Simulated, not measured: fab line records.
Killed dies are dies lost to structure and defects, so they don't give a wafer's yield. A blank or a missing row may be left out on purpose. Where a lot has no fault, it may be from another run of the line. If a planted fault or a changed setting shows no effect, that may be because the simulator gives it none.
Chamber matching -- flow n5Finfet -- N5_BEOL_M6_CURE_75 on uvCure-02 has 3 sister chambers
The step cures SiCOH lowk, time 120 s. 18 wafers are shown with their chamber, then 9 later ones without.

EACH WAFER AND ITS CHAMBER
wafer,chamber,lampPowerPct (%),wafer_temp_C_max
L075.1,1,52.32,370.5
L075.4,1,52.31,371.4
L075.5,1,52.38,371.4
L077.2,2,52.32,370.9
L077.3,2,52.28,371.1
L077.4,2,52.25,371.6
L079.1,1,52.38,371.6
L079.4,1,52.37,371.7
L079.6,1,52.37,371.9
L080.3,2,52.30,371.5
L080.4,2,52.33,371.3
L080.5,2,52.24,371.8
L081.3,2,52.29,371.8
L081.5,2,52.33,371.3
L081.6,2,52.21,371.9
L085.3,0,52.28,371.0
L085.5,0,52.37,371.2
L085.6,0,52.32,371.8

SIGNATURES, as means of the wafers listed above
reading,chamber 0,chamber 1,chamber 2,scatter within a chamber
lampPowerPct,52.3233,52.3550,52.2833,0.0395
wafer_temp_C_max,371.333,371.417,371.467,0.406
Rule: for a wafer and a chamber, the distance is found by dividing, reading by reading, the gap between the wafer's reading and the chamber's mean by the reading's scatter, squaring, summing and taking the root. The wafer belongs to the nearest chamber; if the next one is less than 2 further off, it can't be placed. The scatter: take each reading less its chamber's mean, square it, sum over the shown wafers, divide by the number of wafers less the number of chambers, and take the root.

WAFERS MISSING THEIR CHAMBER
wafer,lampPowerPct (%),wafer_temp_C_max
L087.1,52.24,371.8
L087.2,52.36,371.3
L087.3,52.41,371.3
L090.2,52.38,372.1
L090.3,52.25,371.7
L090.6,52.29,372.0
L093.1,52.23,371.4
L093.5,52.30,371.9
L093.6,52.36,371.1

THE CHAMBER EACH PASSED THROUGH
wafer,from the rows above,in truth
L087.1,can't be placed: 2 or 0 or 1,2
L087.2,can't be placed: 1 or 0 or 2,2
L087.3,can't be placed: 1 or 0 or 2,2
L090.2,can't be placed: 1 or 0 or 2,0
L090.3,can't be placed: 2 or 0 or 1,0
L090.6,can't be placed: 2 or 0 or 1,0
L093.1,can't be placed: 2 or 0 or 1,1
L093.5,can't be placed: 2 or 0 or 1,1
L093.6,can't be placed: 1 or 0 or 2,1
Placed correctly: 0 of 9. Cannot be placed on the basis of these rows: 9; the candidates contain the true chamber in 9. Number placed wrongly: 0.
